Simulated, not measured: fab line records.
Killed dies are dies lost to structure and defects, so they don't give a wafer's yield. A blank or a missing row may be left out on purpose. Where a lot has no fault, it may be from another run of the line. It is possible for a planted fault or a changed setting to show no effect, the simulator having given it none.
Matching of chambers + flow n5_finfet + rie_diel-06 running N5_BEOL_M5_ETCH_75: 4 sister chambers
The step etches underlayer in N2/H2, target depth 6.5 nm, time 5.2 s. 4 wafers are shown with their chamber, then 10 later ones without.

WAFERS, EACH WITH ITS CHAMBER
| wafer  | chamber | drypump_motor_current_A (A) |
|--------|---------|-----------------------------|
| L084.2 | 0       | 6.2                         |
| L085.4 | 3       | 5.9                         |
| L088.1 | 1       | 5.2                         |
| L088.4 | 2       | 6.6                         |

WAFERS WHOSE CHAMBER IS MISSING
| wafer  | drypump_motor_current_A (A) |
|--------|-----------------------------|
| L088.6 | 6.6                         |
| L091.2 | 5.2                         |
| L091.3 | 6.6                         |
| L091.4 | 6.2                         |
| L092.2 | 6.6                         |
| L092.4 | 6.2                         |
| L092.5 | 6.6                         |
| L095.1 | 5.2                         |
| L095.3 | 6.7                         |
| L095.6 | 5.2                         |

THE CHAMBER EACH PASSED THROUGH
| wafer  | from the rows above | in truth |
|--------|---------------------|----------|
| L088.6 | 2                   | 2        |
| L091.2 | 1                   | 1        |
| L091.3 | 2                   | 2        |
| L091.4 | 0                   | 0        |
| L092.2 | 2                   | 2        |
| L092.4 | 0                   | 0        |
| L092.5 | 2                   | 2        |
| L095.1 | 1                   | 1        |
| L095.3 | 2                   | 2        |
| L095.6 | 1                   | 1        |
Placed correctly: 10 of 10. Number that these rows cannot place: 0. Placed wrongly: 0.
How it was worked out, from the rows above alone: a wafer's distance from a chamber is the root of the sum, over the readings, of the square of ((its reading less the chamber's mean) divided by the reading's scatter). If the next closest chamber is less than 2 further off than the closest, the wafer can't be placed; otherwise it belongs to the closest. A chamber's mean is the mean of its shown wafers. The scatter: root of mean squared gap, hidden wafer to nearest shown wafer, with one shown wafer a chamber.
